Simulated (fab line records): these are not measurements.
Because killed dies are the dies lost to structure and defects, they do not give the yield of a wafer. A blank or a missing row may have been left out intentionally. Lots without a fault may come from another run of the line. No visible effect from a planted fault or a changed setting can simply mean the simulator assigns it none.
Comparing a struck lot with a sound one | flow n5 finfet | 37 steps out of a route of 1938
Sound: these wafers, L340.3, L340.4, L340.5. The struck wafers were L331.1, L331.5, L331.6. Last of all comes the cause.
For every step that has rows: the tool of each side, followed by ch and its chambers, followed by its first start. Under that, the readings that differ: sound wafers | struck wafers | difference of the means | sigmas: that difference in standard deviations of wafers without a fault.
alike: readings with means less than 2 such deviations apart, plus words and numbers identical on both sides. not compared: withheld readings, readings lacking a value on some wafer, bounds such as >300 that could conceal the same value, and numbers that have no deviation in the record and whose values overlap.
Wherever a step has rows on one side only, a row that says differs or no value, or a row with sigmas, the two part there. Numbers that have no deviation but don't overlap get no sigmas and don't part them. Lack of a reading on every wafer of one side parts them only where that side has two or more wafers.

first, 9 steps without rows for these wafers: N5_BEOL_M4_ANNEAL_95 (time 240 s); N5_BEOL_M4_SPUTTER_96 (material Cu, target thk 4.5 nm, time 8.29 s); N5_BEOL_M4_ECD_50 (material Cu, target thk 300 nm); N5_BEOL_M4_ANNEAL_51 (time 90 s); N5_BEOL_M4_CMP_52 (polishes, stops on SiOC, t overpolish 6.8 s, target thk 40 nm); N5_BEOL_M4_PRE_CLEAN_60 (time 15 s); N5_BEOL_M4_CO_CAP_55 (material Co, precursor CCTBA/H2, target thk 2 nm, time 102.1 s); N5_BEOL_M4_PRE_CLEAN_56 (time 15 s); N5_BEOL_M4_DEP_57 (deposits SiCN from 3MS/NH3, target thk 8 nm, time 14 s).
N5_BEOL_M4_RC_MEAS_101:
  sound on prober-02 ch 0, day 13 07:52; struck on prober-01 ch 0, day 10 20:20
  alike: DIBL_N, DIBL_P, IOFF_N, IOFF_P, ION_N, ION_P, SS_N, SS_P, VT_N, VT_P
then, 24 steps without rows for these wafers: N5_BEOL_M5_ILD_DEP_00 (deposits SiCOH lowk from DEMS/porogen, target thk 140.64 nm, time 25.9 s); N5_BEOL_M5_CURE_79 (cures SiCOH lowk, time 240 s); N5_BEOL_M5_PECVD_70 (deposits SiO2 from TEOS/O2, target thk 16 nm, time 18 s); N5_BEOL_M5_HM_DEP_02 (deposits TiN, target thk 20 nm); N5_BEOL_M5_COAT_59 (time 60 s, resist thk 60 nm); N5_BEOL_M5_COAT_60 (time 60 s, resist thk 12 nm); N5_BEOL_M5_COAT_71 (time 60 s, resist thk 5 nm); N5_BEOL_M5_COAT_05 (resist thk 30 nm); N5_BEOL_M5_EBR_07; N5_BEOL_M5_SOFTBAKE_06 (time 60 s); N5_BEOL_M5_EXPOSE_08 (exposes mask M5, target cd 28 nm); N5_BEOL_M5_PEB_09 (peb time 60 s); N5_BEOL_M5_DEVELOP_10 (develop time 30 s); N5_BEOL_M5_DESCUM_16 (chemistry O2, time 7 s); N5_BEOL_M5_ETCH_72 (etches underlayer in N2/H2, target depth 6.5 nm, time 5.2 s); N5_BEOL_M5_ETCH_61 (etches SiARC in CF4, target depth 15.6 nm, time 26 s); N5_BEOL_M5_ETCH_62 (etches SOC in N2/H2, target depth 75 nm, overetch 15 nm, time 112.5 s); N5_BEOL_M5_STRIP_63 (strips in N2/H2); N5_BEOL_M5_STRIP_73 (strips in N2/H2); N5_BEOL_M5_STRIP_64 (strips in CF4); N5_BEOL_M5_HM_OPEN_17 (chemistry Cl2/BCl3, target TiN, target depth 20 nm, overetch 6 nm); N5_BEOL_M5_STRIP_19 (strips in O2); N5_BEOL_M5_COAT_65 (time 60 s, resist thk 60 nm); N5_BEOL_M5_COAT_66 (time 60 s, resist thk 12 nm).
-- the record jumps here: 2 days lie between the struck wafers' starts before and after (it left off in module BEOL_M5 and takes up again in module BEOL_M11, whose first step shown is number 1577 of the route) --
N5_BEOL_M11_STRIP_36: strips in N2/H2.
  sound on rie diel-03 ch 0,3, day 15 15:11; struck on rie diel-01 ch 0,3, day 13 06:41
  no value came back on the struck wafers for any of 8 readings (bias power w (W), chamber pressure mTorr (mTorr) and others); on the sound wafers bias power w (W) reads 7.017 7.023 6.990
  reading                                   | sound | struck       | difference | sigmas
  model.SOC_of_BEOL_M11_COAT_63.thk nm (nm) | 0 0 0 | 92.8 93 92.6 | +92.8      |
  not compared: rf hours counter h
N5_BEOL_M11_ETCH_41: etches SiCN in CH3F/O2, target depth 42.6 nm, time 86 s.
  sound on rie diel-03 ch 0,3; struck on rie diel-01 ch 0,3, day 13 06:47
  reading                                   | sound | struck         | difference | sigmas
  model.SOC_of_BEOL_M11_COAT_63.thk nm (nm) | 0 0 0 | 65.4 65.2 65.4 | +65.3      |
  alike: bias w, drypump motor current A, oes product au, rf vpp V, showerhead plenum p Torr, throttle valve pct
  not compared: rf hours counter h
N5_PASSIVATION_PROBE_49:
  only the struck wafers here have rows in the record (prober-01, day 15 00:39); the sound ones have none

## WHERE THEY PART
First at N5_BEOL_M11_STRIP_36; last, within this record, at N5_PASSIVATION_PROBE_49.

WHY: what the simulator had put in
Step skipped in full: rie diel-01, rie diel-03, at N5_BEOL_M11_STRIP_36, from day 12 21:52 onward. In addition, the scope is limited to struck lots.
